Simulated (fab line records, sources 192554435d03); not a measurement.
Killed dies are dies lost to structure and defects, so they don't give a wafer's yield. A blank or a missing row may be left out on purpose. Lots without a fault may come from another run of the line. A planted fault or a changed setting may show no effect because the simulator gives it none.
fab line records | flow n5_finfet
record lots=24 wafers=72 last_day=19
route steps=1938 shown BEOL_M10@1509 BEOL_M11@1539
lots that met no fault: from a run of the same line without faults
start_h: hours from the record's first day to the start of the lot's first wafer shown | wait_h: hours since the lot's step before | " the same as in the row above | L1.1+2: a row that stands for several wafers | - no value, or no start given | * or withheld: withheld | < > ~ a bound
route shown NAME@n: a module of which the file shows steps, and the number in the route of the first | usual: mean/standard deviation of fault-free wafers | same: alike in all rows | chamber/n: place in a boat | sites: the reading at each site | _std_site: their standard deviation | _edge_site: outer sites' mean less inner sites' | radius_mm: how far each site lies from the wafer's centre | mask NAME#n: copy n | behind: the tool/chamber that last shaped the wafer | hold: why the lot was held/for how many hours/how that ended | device: the transistor (n, p or np) that didn't switch | end of line: the same wafers' tests at the end of the route | a step without rows: its recipe alone | killed: dies lost to structure and defects at the first sort, not the wafer's yield | map: a wafer's dies, x killed, . not, _ none there
set.NAME: the setting as run; set.NAME@STEP: as run at that earlier step | model.NAME: the simulator's own value behind a step, which no gauge read
steps of the route over a sample of lots; a table a step, a row a wafer
services: from which hour (start_h, from the record's first day; less than 0 if before it) a tool's chamber was out of use, for how many hours, and why
## steps
# step N5_BEOL_M10_VIA_ETCH_34
# recipe chemistry=C4F6/O2 target=SiCOH_lowk target_depth_a=1845 mask_material=SOC taper_deg=4 time_s=69.2 ion_energy_ev=250 pressure_mtorr=30 source_w=345 bias_w=185 Ar_flow_sccm=300 C4F6_flow_sccm=10 O2_flow_sccm=10
# usual drypump_motor_current_A=5.9/0.48 oes_product_au=0.78/0.07 rf_vpp_V=670/7.7 showerhead_plenum_p_Torr=2.91/0.081 throttle_valve_pct=20.94/0.21
# columns lot.wafer tool chamber start_h wait_h drypump_motor_current_A oes_product_au rf_hours_counter_h rf_vpp_V showerhead_plenum_p_Torr throttle_valve_pct
L074.2 rie_diel-03 0 249.38 0.0 6.4 0.89 29 675 2.90 20.65
L074.3 " 1 " " 6.7 0.71 200 671 2.93 20.61
L074.5 " 0 " " 6.4 0.87 - 676 2.90 20.63
L075.2 rie_diel-05 0 256.39 0.0 5.7 0.73 156 671 2.96 21.07
L075.4 " 0 " " 5.7 0.72 - 672 2.96 21.06
L075.6 " 1 " " 4.9 0.84 - 660 2.77 20.75
L077.2 rie_diel-02 3 261.84 0.0 5.8 0.81 121 676 2.98 21.13
L077.4 " 0 " " 6.2 0.71 209 681 2.95 21.00
L077.6 " 0 " " 6.2 0.70 - 681 2.95 21.01
L076.1 rie_diel-02 0 277.01 0.0 6.2 0.70 215 682 2.94 21.02
L076.2 " 1 " " 5.0 0.82 71 661 2.76 20.78
L076.5 " 3 " " 5.8 0.80 - 675 2.98 21.13
L078.2 rie_diel-05 2 277.20 0.0 5.9 0.95 4 671 2.91 20.38
L078.3 " 0 " " 5.7 0.73 164 671 2.95 21.08
L078.5 " 3 " " 6.4 0.70 - 669 2.93 21.13
L079.1 rie_diel-03 3 285.29 0.0 6.1 0.73 197 655 2.82 21.00
L079.2 " 2 " " 5.8 0.82 70 668 3.00 21.10
L079.4 " 0 " " 6.4 0.86 40 677 2.89 20.63
L080.3 rie_diel-05 0 285.47 0.0 5.7 0.72 168 671 2.95 21.07
L080.5 " 0 " " 5.7 0.72 - 671 2.95 21.07
L080.6 " 3 " " 6.4 0.69 - 670 2.92 21.15
L081.2 rie_diel-02 0 295.52 0.0 6.2 0.69 220 681 2.94 21.02
L081.3 " 2 " " 6.1 0.88 29 675 3.02 20.93
L081.5 " 1 " " 4.9 0.82 - 662 2.76 20.80
L082.1 rie_diel-02 1 305.62 0.0 5.0 0.81 79 662 2.76 20.80
L082.3 " 2 " " 6.1 0.87 32 675 3.02 20.93
L082.4 " 0 " " 6.3 0.69 223 679 2.94 21.02
L083.1 rie_diel-03 2 307.38 0.0 5.8 0.81 81 666 2.99 21.12
L083.3 " 0 " " 6.4 0.84 50 677 2.89 20.68
L083.5 " 0 " " 6.4 0.85 - 677 2.89 20.67
L084.2 rie_diel-03 1 312.80 0.0 6.7 0.70 220 672 2.92 20.62
L084.4 " 0 " " 6.4 0.85 52 677 2.89 20.67
L084.6 " 0 " " 6.4 0.85 - 676 2.89 20.67
L086.1 rie_diel-03 0 316.18 0.0 6.4 0.84 53 676 2.89 20.66
L086.3 " 1 " " 6.7 0.70 221 671 2.93 20.63
L086.4 " 2 " " 5.8 0.80 85 666 2.99 21.12
L085.1 rie_diel-02 1 325.36 0.0 5.0 0.82 86 660 2.76 20.82
L085.4 " 0 " " 6.2 0.69 230 682 2.94 21.04
L085.5 " 1 " " 5.0 0.82 - 660 2.76 20.82
L087.1 rie_diel-03 0 328.75 0.0 6.4 0.83 60 676 2.88 20.67
L087.2 " 1 " " 6.7 0.70 227 669 2.92 20.64
L087.5 " 0 " " 6.4 0.83 - 675 2.88 20.68
L088.2 rie_diel-02 3 335.40 0.0 5.8 0.78 146 676 2.97 21.17
L088.3 " 2 " " 6.1 0.85 44 675 3.02 20.96
L088.5 " 0 " " 6.2 0.69 - 680 2.93 21.05
L089.2 rie_diel-02 2 336.46 0.0 6.1 0.85 45 673 3.02 20.94
L089.3 " 0 " " 6.2 0.68 236 681 2.94 21.03
L089.4 " 3 " " 5.8 0.78 147 676 2.97 21.18
L090.1 rie_diel-03 3 343.88 0.0 6.2 0.71 223 656 2.81 21.04
L090.3 " 0 " " 6.4 0.82 67 676 2.88 20.66
L090.6 " 2 " " 5.8 0.80 - 667 2.98 21.14
L091.2 rie_diel-05 2 356.54 0.0 5.9 0.88 26 670 2.90 20.41
L091.5 " 1 " " 4.9 0.80 - 659 2.76 20.80
L091.6 " 2 " " 5.9 0.87 - 668 2.90 20.42
L092.1 rie_diel-03 2 356.71 0.0 5.8 0.79 101 666 2.98 21.13
L092.5 " 3 " " 6.1 0.70 - 654 2.81 21.04
L092.6 " 2 " " 5.8 0.79 - 668 2.98 21.13
L093.2 rie_diel-02 0 362.26 0.0 6.2 0.68 246 680 2.93 21.07
L093.4 " 1 " " 5.0 0.81 100 661 2.75 20.84
L093.6 " 2 " " 6.1 0.84 - 674 3.01 20.98
L094.2 rie_diel-02 0 367.81 0.0 6.1 0.68 248 680 2.93 21.08
L094.5 " 3 " " 5.8 0.77 - 675 2.96 21.18
L094.6 " 0 " " 6.2 0.68 - 680 2.93 21.07
L095.2 rie_diel-02 0 375.48 0.0 6.2 0.68 250 680 2.93 21.06
L095.5 " 1 " " 4.9 0.80 - 661 2.75 20.86
L095.6 " 0 " " 6.2 0.68 - 680 2.93 21.07
L096.1 rie_diel-03 0 390.64 0.0 6.4 0.80 86 677 2.87 20.71
L096.3 " 3 " " 6.1 0.70 238 655 2.80 21.05
L096.4 " 0 " " 6.4 0.80 - 676 2.87 20.73
L097.2 rie_diel-05 1 399.11 0.0 4.9 0.80 115 660 2.76 20.80
L097.3 " 0 " " 5.7 0.69 201 670 2.94 21.13
L097.5 " 1 " " 4.9 0.80 - 661 2.76 20.81
# step N5_BEOL_M11_PECVD_70
# recipe material=SiO2 target_thk_a=200 temp_c=400 precursor=TEOS/O2 pressure_torr=5.5 rf_w=450 teos_flow_sccm=53.8 gas=O2 flow_sccm=3000 time_s=22.7
# usual heater_power_w=699/87 showerhead_plenum_p_Torr=8.77/0.043 throttle_valve_pct=22.3/0.56
# columns lot.wafer tool chamber start_h wait_h heater_power_w showerhead_plenum_p_Torr throttle_valve_pct
L074.2 pecvd-02 2 253.09 0.0 654 8.78 21.3
L074.3 " 0 " " 721 8.77 22.0
L074.5 " 2 " " 642 8.77 21.2
L075.2 pecvd-04 2 260.68 0.0 614 8.71 21.8
L075.4 " 1 " " 599 8.71 22.8
L075.6 " 2 " " 610 8.68 21.9
L077.2 pecvd-03 1 266.34 0.0 729 8.75 23.0
L077.4 " 0 " " 780 8.82 23.1
L077.6 " 2 " " 782 8.75 22.1
L076.1 pecvd-03 2 282.82 0.0 767 8.76 22.2
L076.2 " 0 " " 659 8.82 22.8
L076.5 " 1 " " 737 8.74 23.4
L078.2 pecvd-04 1 283.30 0.0 486 8.70 22.6
L078.3 " 2 " " 650 8.71 22.0
L078.5 " 0 " " 723 8.77 22.4
L079.1 pecvd-02 2 291.02 0.0 656 8.79 21.4
L079.2 " 1 " " 720 8.83 21.6
L079.4 " 1 " " 722 8.79 22.0
L080.3 pecvd-04 0 291.07 0.0 835 8.77 22.4
L080.5 " 1 " " 589 8.70 23.0
L080.6 " 2 " " 621 8.68 22.0
L081.2 pecvd-04 1 299.39 0.0 584 8.72 22.7
L081.3 " 2 " " 656 8.71 22.1
L081.5 " 1 " " 574 8.66 22.9
L082.1 pecvd-04 0 310.81 0.0 826 8.78 22.4
L082.3 " 1 " " 557 8.70 22.8
L082.4 " 0 " " 812 8.78 22.2
L083.1 pecvd-03 2 311.87 0.0 763 8.75 22.4
L083.3 " 0 " " 711 8.85 23.3
L083.5 " 0 " " 689 8.84 23.1
L084.2 pecvd-02 2 318.33 0.0 635 8.79 21.2
L084.4 " 2 " " 641 8.78 21.7
L084.6 " 1 " " 846 8.82 21.9
L086.1 pecvd-02 1 319.43 0.0 842 8.80 22.0
L086.3 " 0 " " 723 8.77 22.2
L086.4 " 1 " " 857 8.80 21.7
L085.1 pecvd-03 0 330.92 0.0 747 8.84 23.3
L085.4 " 1 " " 780 8.73 22.8
L085.5 " 2 " " 787 8.75 22.3
L087.1 pecvd-02 0 333.48 0.0 635 8.75 22.5
L087.2 " 2 " " 523 8.79 21.5
L087.5 " 0 " " 652 8.76 22.5
L088.2 pecvd-03 0 340.51 0.0 750 8.85 23.0
L088.3 " 1 " " 764 8.71 22.9
L088.5 " 2 " " 684 8.73 22.2
L089.2 pecvd-02 2 340.54 0.0 608 8.78 21.3
L089.3 " 1 " " 761 8.81 21.9
L089.4 " 0 " " 702 8.77 22.0
L090.1 pecvd-03 2 348.33 0.0 712 8.75 22.2
L090.3 " 1 " " 718 8.73 23.3
L090.6 " 2 " " 715 8.77 22.3
L092.1 pecvd-04 1 361.04 0.0 577 8.70 22.7
L092.5 " 0 " " 799 8.80 22.5
L092.6 " 2 " " 614 8.69 22.1
L091.2 pecvd-03 2 361.23 0.0 651 8.76 22.4
L091.5 " 0 " " 678 8.84 23.0
L091.6 " 1 " " 665 8.74 23.0
L093.2 pecvd-02 1 366.76 0.0 750 8.82 21.6
L093.4 " 1 " " 754 8.81 21.7
L093.6 " 2 " " 529 8.81 21.5
L094.2 pecvd-02 2 371.98 0.0 628 8.79 21.5
L094.5 " 0 " " 674 8.76 22.5
L094.6 " 1 " " 868 8.80 21.8
L095.2 pecvd-02 2 378.67 0.0 643 8.75 21.6
L095.5 " 0 " " 732 8.76 22.4
L095.6 " 2 " " 631 8.80 21.7
L096.1 pecvd-02 1 395.71 0.0 858 8.78 22.0
L096.3 " 0 " " 652 8.77 22.5
L096.4 " 2 " " 542 8.80 21.6
L097.2 pecvd-03 0 402.72 0.0 618 8.84 22.8
L097.3 " 0 " " 658 8.83 23.0
L097.5 " 2 " " 739 8.77 22.3
# step N5_BEOL_M11_HM_DEP_02
# recipe material=TiN target_thk_a=200 temp_c=25 chamber_pressure_pa=0.49996
# usual substrate_temp_c=25.00/0.11 throttle_valve_pct=30.4/0.86
# columns lot.wafer tool chamber start_h wait_h substrate_temp_c throttle_valve_pct
L074.2 pvd_sputter-01 - 253.56 0.4 25.03 30.2
L074.3 " - " " 24.95 30.1
L074.5 " - " " 25.12 30.4
L075.2 pvd_sputter-01 - 262.45 1.7 24.89 30.5
L075.4 " - " " 25.07 30.9
L075.6 " - " " 25.18 30.9
L077.2 pvd_sputter-03 - 268.93 2.6 24.95 29.8
L077.4 " - " " 24.92 29.6
L077.6 " - " " 24.97 29.4
L076.1 pvd_sputter-02 - 285.72 2.9 24.97 29.3
L076.2 " - " " 25.03 29.1
L076.5 " - " " 25.21 28.9
L078.2 pvd_sputter-02 - 285.82 2.5 24.84 30.0
L078.3 " - " " 25.02 29.3
L078.5 " - " " 24.83 30.0
L079.1 pvd_sputter-03 - 291.82 0.8 25.02 29.8
L079.2 " - " " 25.07 32.2
L079.4 " - " " 24.93 31.7
L080.3 pvd_sputter-02 - 291.88 0.8 24.98 29.9
L080.5 " - " " 24.95 30.1
L080.6 " - " " 24.83 30.4
L081.2 pvd_sputter-03 - 301.73 2.3 25.19 32.5
L081.3 " - " " 25.03 29.8
L081.5 " - " " 25.13 29.3
L082.1 pvd_sputter-01 - 311.64 0.8 24.90 30.5
L082.3 " - " " 24.86 30.3
L082.4 " - " " 25.21 31.0
L083.1 pvd_sputter-02 - 312.91 1.0 25.16 29.1
L083.3 " - " " 25.16 29.3
L083.5 " - " " 25.07 29.9
L084.2 pvd_sputter-01 - 319.57 1.2 25.08 30.4
L084.4 " - " " 24.94 31.1
L084.6 " - " " 25.02 30.2
L086.1 pvd_sputter-02 - 320.34 0.9 25.16 29.9
L086.3 " - " " 25.10 30.2
L086.4 " - " " 25.00 28.9
L085.1 pvd_sputter-01 - 331.91 1.0 25.14 31.0
L085.4 " - " " 25.13 30.1
L085.5 " - " " 25.09 30.6
L087.1 pvd_sputter-01 - 334.83 1.3 25.09 31.0
L087.2 " - " " 24.84 30.4
L087.5 " - " " 24.82 30.2
L088.2 pvd_sputter-03 - 341.37 0.8 25.08 29.7
L088.3 " - " " 25.00 29.5
L088.5 " - " " 24.82 29.5
L089.2 pvd_sputter-01 - 341.38 0.8 24.80 30.4
L089.3 " - " " 24.99 31.0
L089.4 " - " " 25.01 30.8
L090.1 pvd_sputter-01 - 348.40 0.1 25.06 31.0
L090.3 " - " " 25.04 30.1
L090.6 " - " " 24.93 30.1
L092.1 pvd_sputter-01 - 363.24 2.2 24.88 30.0
L092.5 " - " " 24.90 30.8
L092.6 " - " " 25.12 30.5
L091.2 pvd_sputter-03 - 363.31 2.1 25.03 31.7
L091.5 " - " " 25.05 29.4
L091.6 " - " " 25.11 32.3
L093.2 pvd_sputter-02 - 368.50 1.7 25.04 29.5
L093.4 " - " " 25.20 30.2
L093.6 " - " " 24.94 29.6
L094.2 pvd_sputter-01 - 372.43 0.4 24.81 30.2
L094.5 " - " " 24.99 30.3
L094.6 " - " " 24.98 30.8
L095.2 pvd_sputter-01 - 379.37 0.7 25.03 30.2
L095.5 " - " " 25.03 30.3
L095.6 " - " " 25.10 30.7
L096.1 pvd_sputter-01 - 398.65 2.9 24.97 30.4
L096.3 " - " " 25.03 31.0
L096.4 " - " " 25.00 30.6
L097.2 pvd_sputter-03 - 404.20 1.5 24.98 31.7
L097.3 " - " " 24.95 29.2
L097.5 " - " " 24.72 29.6
# step N5_BEOL_M11_INSPECT_30
# recipe mode=adi inspect_instrument=brightfield
# usual raw_defect_count=393/84
# columns lot.wafer tool chamber start_h wait_h raw_defect_count
L074.2 defect_inspect-02 - 255.59 0.0 346
L074.3 " - " " 363
L074.5 " - " " 398
L075.2 defect_inspect-02 - 265.44 0.0 424
L075.4 " - " " 638
L075.6 " - " " 418
L077.2 defect_inspect-01 - 273.87 0.0 332
L077.4 " - " " 409
L077.6 " - " " 706
L076.1 defect_inspect-01 - 288.48 0.0 336
L076.2 " - " " 412
L076.5 " - " " 291
L078.2 defect_inspect-02 - 288.65 0.0 400
L078.3 " - " " 467
L078.5 " - " " 319
L079.1 defect_inspect-01 - 295.38 0.0 458
L079.2 " - " " 455
L079.4 " - " " 388
L080.3 defect_inspect-01 - 295.60 0.0 445
L080.5 " - " " 553
L080.6 " - " " 304
L081.2 defect_inspect-01 - 305.58 0.0 388
L081.3 " - " " 502
L081.5 " - " " 397
L082.1 defect_inspect-01 - 315.97 0.0 455
L082.3 " - " " 405
L082.4 " - " " 362
L083.1 defect_inspect-01 - 316.14 0.0 442
L083.3 " - " " 381
L083.5 " - " " 440
L086.1 defect_inspect-02 - 322.37 0.0 346
L086.3 " - " " 362
L086.4 " - " " 312
L084.2 defect_inspect-01 - 322.54 0.0 249
L084.4 " - " " 278
L084.6 " - " " 289
L085.1 defect_inspect-02 - 334.26 0.0 516
L085.4 " - " " 295
L085.5 " - " " 347
L087.1 defect_inspect-02 - 337.54 0.0 312
L087.2 " - " " 434
L087.5 " - " " 413
L088.2 defect_inspect-02 - 343.63 0.0 344
L088.3 " - " " 493
L088.5 " - " " 498
L089.2 defect_inspect-02 - 343.80 0.0 464
L089.3 " - " " 538
L089.4 " - " " 490
L090.1 defect_inspect-01 - 350.46 0.0 332
L090.3 " - " " 333
L090.6 " - " " 288
L092.1 defect_inspect-01 - 367.56 0.0 286
L092.5 " - " " 368
L092.6 " - " " 233
L091.2 defect_inspect-01 - 368.06 0.0 370
L091.5 " - " " 442
L091.6 " - " " 441
L093.2 defect_inspect-02 - 370.77 0.0 333
L093.4 " - " " 390
L093.6 " - " " 358
L094.2 defect_inspect-01 - 374.99 0.0 330
L094.5 " - " " 356
L094.6 " - " " 400
L095.2 defect_inspect-01 - 381.73 0.0 292
L095.5 " - " " 266
L095.6 " - " " 303
L096.1 defect_inspect-02 - 400.60 0.0 464
L096.3 " - " " 349
L096.4 " - " " 409
L097.2 defect_inspect-02 - 406.54 0.0 319
L097.3 " - " " 321
L097.5 " - " " 309
# step N5_BEOL_M11_DESCUM_33
# recipe chemistry=O2 time_s=7.9 source_power_w=50 bias_power_w=20 pressure_mtorr=20 rf_frequency_hz=2.712e+07 temp_c=40 resist=CAR-ArF o2_flow_sccm=225
# usual drypump_motor_current_A=5.8/0.55 oes_product_au=0.80/0.07 rf_vpp_V=243.4/1.4 showerhead_plenum_p_Torr=2.11/0.073 throttle_valve_pct=20.43/0.18
# columns lot.wafer tool chamber start_h wait_h drypump_motor_current_A oes_product_au rf_hours_counter_h rf_vpp_V showerhead_plenum_p_Torr throttle_valve_pct
L074.2 rie_diel-04 3 255.62 0.0 5.8 0.87 50 244.3 2.13 20.32
L074.3 " 1 " " 5.9 0.75 167 244.1 2.17 20.52
L074.5 " 3 " " 5.9 0.86 - 244.9 2.13 20.30
L075.2 rie_diel-04 1 265.47 0.0 5.9 0.74 170 244.2 2.17 20.51
L075.4 " 3 " " 5.8 0.86 52 244.5 2.13 20.31
L075.6 " 1 " " 5.9 0.75 - 245.1 2.17 20.51
L077.2 rie_diel-04 3 273.90 0.0 5.8 0.86 54 243.6 2.13 20.32
L077.4 " 1 " " 6.0 0.75 172 243.0 2.17 20.52
L077.6 " 1 " " 5.9 0.75 - 243.9 2.17 20.52
L076.1 rie_diel-01 0 288.52 0.0 5.5 0.79 105 243.7 2.11 20.32
L076.2 " 3 " " 5.4 0.86 35 241.1 2.05 20.06
L076.5 " 1 " " 6.8 0.79 - 244.1 2.11 20.39
L078.2 rie_diel-06 2 288.97 0.3 6.6 0.88 40 245.2 2.12 20.39
L078.3 " 3 " " 5.1 0.69 236 241.8 1.98 20.84
L078.5 " 2 " " 6.6 0.87 - 243.7 2.12 20.42
L079.1 rie_diel-06 3 295.44 0.1 5.1 0.69 238 240.6 1.98 20.84
L079.2 " 2 " " 6.6 0.88 42 242.3 2.12 20.41
L079.4 " 0 " " 6.2 0.86 62 243.3 2.12 20.24
L080.3 rie_diel-04 1 295.67 0.1 5.9 0.75 179 243.5 2.17 20.53
L080.5 " 2 " " 6.2 0.74 - 242.4 2.02 20.69
L080.6 " 3 " " 5.9 0.86 - 241.7 2.13 20.32
L081.2 rie_diel-01 0 305.62 0.0 5.4 0.79 109 244.0 2.11 20.30
L081.3 " 3 " " 5.4 0.85 39 242.6 2.04 20.09
L081.5 " 2 " " 4.9 0.72 - 241.1 1.99 20.46
L082.1 rie_diel-04 2 316.01 0.0 6.2 0.74 169 242.2 2.02 20.70
L082.3 " 0 " " 5.4 0.88 53 244.9 2.22 20.29
L082.4 " 1 " " 5.9 0.74 185 243.8 2.17 20.55
L083.1 rie_diel-06 1 316.52 0.4 4.9 0.71 238 243.3 2.07 20.59
L083.3 " 2 " " 6.6 0.87 48 244.1 2.12 20.43
L083.5 " 0 " " 6.3 0.85 - 243.3 2.12 20.24
L086.1 rie_diel-01 2 322.41 0.0 4.9 0.72 187 241.5 1.99 20.47
L086.3 " 0 " " 5.4 0.79 115 243.3 2.11 20.35
L086.4 " 1 " " 6.7 0.78 125 243.3 2.11 20.40
L084.2 rie_diel-04 1 322.58 0.0 5.9 0.73 187 242.9 2.16 20.54
L084.4 " 2 " " 6.2 0.73 171 242.8 2.02 20.68
L084.6 " 0 " " 5.4 0.86 - 245.5 2.22 20.28
L085.1 rie_diel-06 1 334.93 0.7 4.9 0.70 245 241.2 2.07 20.58
L085.4 " 0 " " 6.3 0.84 - 244.2 2.12 20.24
L085.5 " 1 " " 4.9 0.70 - 243.9 2.07 20.58
L087.1 rie_diel-04 2 337.57 0.0 6.2 0.74 175 240.7 2.01 20.69
L087.2 " 1 " " 5.9 0.73 192 244.7 2.16 20.55
L087.5 " 3 " " 5.9 0.84 - 243.3 2.13 20.35
L088.2 rie_diel-06 0 343.67 0.0 6.2 0.83 78 243.6 2.12 20.26
L088.3 " 1 " " 4.9 0.71 248 242.6 2.07 20.59
L088.5 " 0 " " 6.3 0.83 - 243.6 2.12 20.24
L089.2 rie_diel-01 2 344.05 0.2 4.9 0.72 194 241.2 1.99 20.47
L089.3 " 1 " " 6.8 0.76 132 243.9 2.10 20.41
L089.4 " 3 " " 5.4 0.83 51 243.3 2.04 20.11
L090.1 rie_diel-04 0 350.50 0.0 5.4 0.86 64 244.9 2.22 20.31
L090.3 " 1 " " 5.9 0.72 197 244.7 2.16 20.55
L090.6 " 2 " " 6.2 0.72 - 241.8 2.01 20.68
L092.1 rie_diel-06 0 367.60 0.0 6.2 0.82 88 243.4 2.11 20.26
L092.5 " 0 " " 6.2 0.81 - 242.9 2.11 20.27
L092.6 " 3 " " 5.1 0.97 - 246.0 2.23 20.49
L091.2 rie_diel-04 2 368.51 0.4 6.2 0.73 185 241.9 2.01 20.71
L091.5 " 0 " " 5.3 0.85 - 244.0 2.22 20.32
L091.6 " 1 " " 5.9 0.72 - 244.3 2.16 20.56
L093.2 rie_diel-04 3 370.81 0.0 5.9 0.82 81 244.1 2.12 20.36
L093.4 " 1 " " 5.9 0.72 202 244.2 2.16 20.56
L093.6 " 1 " " 5.9 0.72 - 243.7 2.16 20.56
L094.2 rie_diel-04 2 375.02 0.0 6.2 0.72 187 241.4 2.01 20.70
L094.5 " 2 " " 6.2 0.72 - 240.9 2.01 20.70
L094.6 " 1 " " 5.9 0.72 - 244.4 2.16 20.57
L095.2 rie_diel-04 0 381.93 0.2 5.4 0.85 73 244.8 2.22 20.32
L095.5 " 2 " " 6.2 0.72 - 241.8 2.01 20.72
L095.6 " 3 " " 5.8 0.82 - 242.6 2.12 20.35
L096.1 rie_diel-06 1 400.69 0.1 4.9 0.95 9 242.4 2.06 20.24
L096.3 " 2 " " 6.6 0.83 79 244.4 2.11 20.48
L096.4 " 3 " " 5.1 0.94 15 245.5 2.23 20.49
L097.2 rie_diel-01 0 406.57 0.0 5.4 0.77 139 242.4 2.10 20.36
L097.3 " 3 " " 5.4 0.81 69 242.5 2.03 20.14
L097.5 " 0 " " 5.4 0.77 - 245.5 2.10 20.36
# step N5_BEOL_M11_VIA_ETCH_34
# recipe chemistry=C4F6/O2 target=SiCOH_lowk target_depth_a=1845 mask_material=SOC taper_deg=4 time_s=69.2 ion_energy_ev=250 pressure_mtorr=30 source_w=345 bias_w=185 Ar_flow_sccm=300 C4F6_flow_sccm=10 O2_flow_sccm=10
# usual drypump_motor_current_A=5.8/0.54 oes_product_au=0.80/0.07 rf_vpp_V=669/5.5 showerhead_plenum_p_Torr=2.87/0.094 throttle_valve_pct=20.92/0.18
# columns lot.wafer tool chamber start_h wait_h drypump_motor_current_A oes_product_au rf_hours_counter_h rf_vpp_V showerhead_plenum_p_Torr throttle_valve_pct
L074.2 rie_diel-04 3 255.83 0.0 5.8 0.87 50 673 2.88 20.70
L074.3 " 1 " " 5.9 0.74 167 670 2.96 21.05
L074.5 " 3 " " 5.8 0.87 - 673 2.88 20.69
L075.2 rie_diel-04 1 265.68 0.0 5.9 0.75 170 669 2.96 21.04
L075.4 " 3 " " 5.9 0.86 52 672 2.88 20.71
L075.6 " 1 " " 5.9 0.75 - 669 2.96 21.04
L077.2 rie_diel-04 3 274.11 0.0 5.9 0.86 54 673 2.88 20.73
L077.4 " 1 " " 5.9 0.74 172 670 2.96 21.03
L077.6 " 1 " " 5.9 0.75 - 668 2.96 21.04
L076.1 rie_diel-01 0 288.72 0.0 5.4 0.80 105 662 2.87 20.79
L076.2 " 3 " " 5.4 0.87 35 663 2.80 20.63
L076.5 " 1 " " 6.8 0.80 - 655 2.87 20.86
L078.2 rie_diel-06 2 289.17 0.0 6.6 0.88 40 678 2.90 20.97
L078.3 " 3 " " 5.1 0.69 236 665 2.70 21.31
L078.5 " 2 " " 6.6 0.88 - 677 2.90 20.97
L079.1 rie_diel-06 3 295.65 0.0 5.1 0.69 238 667 2.69 21.28
L079.2 " 2 " " 6.6 0.89 42 677 2.90 20.95
L079.4 " 0 " " 6.3 0.85 62 665 2.89 20.76
L080.3 rie_diel-04 1 295.88 0.0 5.9 0.74 179 669 2.95 21.05
L080.5 " 2 " " 6.2 0.74 - 671 2.74 21.11
L080.6 " 3 " " 5.9 0.85 - 672 2.88 20.72
L081.2 rie_diel-01 0 305.83 0.0 5.4 0.80 110 660 2.87 20.81
L081.3 " 3 " " 5.4 0.86 39 665 2.80 20.63
L081.5 " 2 " " 4.9 0.72 - 668 2.73 21.03
L082.1 rie_diel-04 2 316.21 0.0 6.2 0.73 169 672 2.74 21.14
L082.3 " 0 " " 5.3 0.87 53 670 3.01 20.72
L082.4 " 1 " " 5.9 0.74 185 668 2.95 21.08
L083.1 rie_diel-06 1 316.73 0.0 4.9 0.69 238 678 2.81 20.99
L083.3 " 2 " " 6.6 0.86 48 676 2.90 20.97
L083.5 " 0 " " 6.2 0.84 - 663 2.89 20.73
L086.1 rie_diel-01 2 322.62 0.0 4.9 0.72 187 669 2.73 21.04
L086.3 " 0 " " 5.5 0.79 115 660 2.87 20.82
L086.4 " 1 " " 6.8 0.77 125 654 2.86 20.89
L084.2 rie_diel-04 1 322.78 0.0 5.9 0.74 187 667 2.95 21.07
L084.4 " 2 " " 6.2 0.73 171 672 2.74 21.13
L084.6 " 0 " " 5.4 0.88 - 670 3.01 20.74
L085.1 rie_diel-06 1 335.14 0.0 4.9 0.70 245 676 2.81 21.01
L085.4 " 0 " " 6.3 0.84 - 665 2.89 20.77
L085.5 " 1 " " 4.9 0.70 - 677 2.81 21.00
L087.1 rie_diel-04 2 337.78 0.0 6.2 0.73 176 672 2.74 21.15
L087.2 " 1 " " 5.9 0.73 192 668 2.95 21.06
L087.5 " 3 " " 5.8 0.84 - 671 2.87 20.72
L088.2 rie_diel-06 0 343.87 0.0 6.3 0.82 78 663 2.89 20.76
L088.3 " 1 " " 4.9 0.70 248 678 2.80 21.01
L088.5 " 0 " " 6.3 0.83 - 665 2.89 20.77
L089.2 rie_diel-01 2 344.26 0.0 4.9 0.71 194 669 2.73 21.04
L089.3 " 1 " " 6.8 0.77 132 655 2.86 20.89
L089.4 " 3 " " 5.4 0.83 51 664 2.79 20.64
L090.1 rie_diel-04 0 350.71 0.0 5.3 0.86 64 671 3.01 20.75
L090.3 " 1 " " 5.9 0.73 197 667 2.95 21.09
L090.6 " 2 " " 6.2 0.71 - 672 2.73 21.15
L092.1 rie_diel-06 0 367.81 0.0 6.2 0.82 88 663 2.88 20.78
L092.5 " 0 " " 6.2 0.82 - 665 2.88 20.78
L092.6 " 3 " " 5.1 0.95 - 677 3.03 20.96
L091.2 rie_diel-04 2 368.72 0.0 6.2 0.72 185 671 2.73 21.16
L091.5 " 0 " " 5.3 0.87 - 670 3.00 20.78
L091.6 " 1 " " 5.9 0.73 - 668 2.94 21.09
L093.2 rie_diel-04 3 371.02 0.0 5.8 0.82 81 671 2.87 20.74
L093.4 " 1 " " 5.9 0.72 202 667 2.94 21.09
L093.6 " 1 " " 5.9 0.72 - 669 2.94 21.08
L094.2 rie_diel-04 2 375.23 0.0 6.2 0.72 187 671 2.73 21.16
L094.5 " 2 " " 6.2 0.72 - 672 2.73 21.16
L094.6 " 1 " " 5.9 0.73 - 669 2.94 21.10
L095.2 rie_diel-04 0 382.14 0.0 5.3 0.85 73 669 3.00 20.76
L095.5 " 2 " " 6.2 0.72 - 671 2.73 21.16
L095.6 " 3 " " 5.9 0.82 - 671 2.87 20.77
L096.1 rie_diel-06 1 400.90 0.0 4.9 0.95 9 676 2.80 20.65
L096.3 " 2 " " 6.7 0.82 80 676 2.88 21.02
L096.4 " 3 " " 5.1 0.95 16 676 3.02 20.99
L097.2 rie_diel-01 0 406.78 0.0 5.4 0.76 139 661 2.86 20.85
L097.3 " 3 " " 5.4 0.82 69 662 2.78 20.66
L097.5 " 0 " " 5.5 0.76 - 662 2.86 20.86
## services
# columns tool chamber start_h hours kind
pecvd-03 - 225.74 3.7 repair
rie_diel-04 - 228.29 14.6 pm
rie_diel-02 0 236.29 1.6 repair
rie_diel-01 2 247.70 9.1 repair
rie_diel-05 2 248.47 1.5 repair
rie_diel-03 0 253.76 5.9 repair
rie_diel-04 2 255.92 2.1 repair
rie_diel-01 3 261.33 9.2 repair
rie_diel-05 1 276.26 3.2 repair
pvd_sputter-01 - 283.92 0.7 repair
pecvd-02 - 307.15 0.7 repair
rie_diel-05 - 322.76 14.6 pm
rie_diel-01 - 326.60 0.4 repair
rie_diel-06 3 333.41 3.6 repair
rie_diel-05 0 341.64 21.4 repair
rie_diel-01 - 344.99 2.8 pm
pecvd-02 1 356.11 8.4 repair
pvd_sputter-02 - 359.51 2.0 repair
rie_diel-03 3 373.30 4.5 repair
rie_diel-01 1 375.05 1.9 repair
rie_diel-02 0 377.03 1.3 repair
rie_diel-06 3 387.37 2.9 repair
pecvd-04 - 398.77 2.8 pm
pecvd-03 1 400.93 6.8 repair
## key
fault none
